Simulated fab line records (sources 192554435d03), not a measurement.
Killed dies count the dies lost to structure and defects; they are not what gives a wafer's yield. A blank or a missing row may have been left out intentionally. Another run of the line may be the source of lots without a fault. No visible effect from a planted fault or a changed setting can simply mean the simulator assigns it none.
A lot that was struck, set against a sound lot	flow n5-finfet	40 out of 1938 route steps
Sound: wafers L403.1, L403.5, L403.6. The struck wafers were L405.3, L405.4, L405.6. At the end, the cause is stated.
Per side, at each step with rows, come the tool, then ch with its chambers, and then its first start. Under that, the readings that differ: sound wafers	struck wafers	difference of the means	sigmas: that difference in standard deviations of wafers without a fault.
alike: readings whose means differ by less than 2 such deviations, and words and numbers that are the same on both sides. not compared: withheld readings, readings that some wafer has no value for, bounds like >300 that may hide the same value, and numbers for which the record gives no deviation and whose values overlap.
The two part at a step that has a row with sigmas, a row that says differs or no value, or rows on one side only. Numbers that don't overlap but have no deviation are shown without sigmas and don't part them. Lack of a reading on every wafer of one side parts them only where that side has two or more wafers.

first, 12 steps without rows for these wafers: N5_BEOL_M3_ANNEAL_87 (time 240 s); N5_BEOL_M3_SPUTTER_88 (material Cu, target thk 4.5 nm, time 8.29 s); N5_BEOL_M3_ANNEAL_89 (time 240 s); N5_BEOL_M3_SPUTTER_90 (material Cu, target thk 4.5 nm, time 8.29 s); N5_BEOL_M3_ANNEAL_91 (time 240 s); N5_BEOL_M3_SPUTTER_92 (material Cu, target thk 4.5 nm, time 8.29 s); N5_BEOL_M3_ANNEAL_93 (time 240 s); N5_BEOL_M3_SPUTTER_94 (material Cu, target thk 4.5 nm, time 8.29 s); N5_BEOL_M3_ANNEAL_95 (time 240 s); N5_BEOL_M3_SPUTTER_96 (material Cu, target thk 4.5 nm, time 8.29 s); N5_BEOL_M3_ECD_50 (material Cu, target thk 300 nm); N5_BEOL_M3_ANNEAL_51 (time 90 s).
N5_BEOL_M3_CMP_52: polishes, stops on SiOC, t overpolish 6.8 s, target thk 40 nm.
  sound on cmp-03 ch 0,1,2, day 7 10:57; struck on cmp-03 ch 1,2,3, day 7 21:30
  alike: barrier-field-endpoint-s, motor-current-A, overpolish-run-s, retaining-ring-pressure-frac, slurry-filter-dp-kPa, time-to-endpoint-s
then, 4 steps without rows for these wafers: N5_BEOL_M3_PRE_CLEAN_60 (time 15 s); N5_BEOL_M3_CO_CAP_55 (material Co, precursor CCTBA/H2, target thk 2 nm, time 102.1 s); N5_BEOL_M3_PRE_CLEAN_56 (time 15 s); N5_BEOL_M3_DEP_57 (deposits SiCN from 3MS/NH3, target thk 8 nm, time 14 s).
N5_BEOL_M3_INSPECT_59: inspects for defects (darkfield).
  sound on defect-inspect-02, day 7 11:26; struck on defect-inspect-02, day 7 22:05
reading	sound	struck	difference	sigmas
raw-defect-count	60 118 94	359 375 426	+296	+13
then, 12 steps without rows for these wafers: N5_BEOL_M4_ILD_DEP_00 (deposits SiOC from DEMS/O2, target thk 79 nm, time 15.3 s); N5_BEOL_M4_PECVD_72 (deposits SiO2 from TEOS/O2, target thk 16 nm, time 18 s); N5_BEOL_M4_HM_DEP_02 (deposits TiN, target thk 20 nm); N5_BEOL_M4_COAT_61 (time 60 s, resist thk 60 nm); N5_BEOL_M4_COAT_62 (time 60 s, resist thk 12 nm); N5_BEOL_M4_COAT_73 (time 60 s, resist thk 5 nm); N5_BEOL_M4_COAT_05 (resist thk 30 nm); N5_BEOL_M4_EBR_07; N5_BEOL_M4_SOFTBAKE_06 (time 60 s); N5_BEOL_M4_EXPOSE_08 (exposes mask M4); N5_BEOL_M4_PEB_09 (peb time 60 s); N5_BEOL_M4_DEVELOP_10 (develop time 30 s).
N5_BEOL_M4_INSPECT_13: inspects for defects (brightfield).
  sound on defect-inspect-01, day 7 13:55; struck on defect-inspect-01, day 7 22:57
reading	sound	struck	difference	sigmas
raw-defect-count	406 412 422	655 776 904	+365	+5
then, 6 steps without rows for these wafers: N5_BEOL_M4_DESCUM_16 (chemistry O2, time 7 s); N5_BEOL_M4_ETCH_74 (etches underlayer in N2/H2, target depth 6.5 nm, time 5.2 s); N5_BEOL_M4_ETCH_63 (etches SiARC in CF4, target depth 15.6 nm, time 26 s); N5_BEOL_M4_ETCH_64 (etches SOC in N2/H2, target depth 75 nm, overetch 22.5 nm, time 121.9 s); N5_BEOL_M4_STRIP_65 (strips in N2/H2); N5_BEOL_M4_STRIP_75 (strips in N2/H2).
N5_BEOL_M4_INSPECT_30: inspects for defects (brightfield).
  sound on defect-inspect-01, day 7 14:48; struck on defect-inspect-02, day 7 23:50
reading	sound	struck	difference	sigmas
raw-defect-count	434 394 428	698 864 947	+418	+5
N5_BEOL_M4_RC_MEAS_101:
  sound on prober-02 ch 0, day 7 19:55; struck on prober-01 ch 0, day 8 07:28
  alike: DIBL_N, DIBL_P, IOFF_N, IOFF_P, ION_N, ION_P, SS_N, SS_P, VT_N, VT_P
-- a jump in the record: the struck wafers' starts before and after are 4 days apart (it breaks off in module BEOL_M4 and resumes in module PASSIVATION, where the first step shown is number 1936 of the route) --
N5_PASSIVATION_PROBE_49:
  sound on prober-02, day 12 06:07; struck on prober-02, day 12 11:50
reading	sound	struck	difference	sigmas
defect-limited-yield (%)	91.5 92.5 93.9	70.2 74.8 71.1	-20.6	-16
killed_at_M0_to_M3	29 24 28	287 250 297	+251	+26
killed-dies	100 89 72	352 297 341	+243	+16
killed-on-rim	14 10 12	39 52 48	+34	+8
sort_bin_5_function (%)	5.4 4.3 3.3	19.2 14.7 17.0	+12.6	+14
sort_bin_6_memory (%)	2.8 3.0 2.4	9.2 8.6 10.8	+6.8	+10
sort-n-pass	1080 1091 1108	828 883 839	-243	-16
sort-yield-pct (%)	91.5 92.5 93.9	70.2 74.8 71.1	-20.6	-16
  alike: killed_at_M4_up, killed-at-contacts, killed-at-front-end, killed-at-other, killed-open, killed-short

## WHERE THEY PART
Earliest at N5_BEOL_M3_INSPECT_59; latest, in this record, at N5_PASSIVATION_PROBE_49.

WHY: what had been put in by the simulator
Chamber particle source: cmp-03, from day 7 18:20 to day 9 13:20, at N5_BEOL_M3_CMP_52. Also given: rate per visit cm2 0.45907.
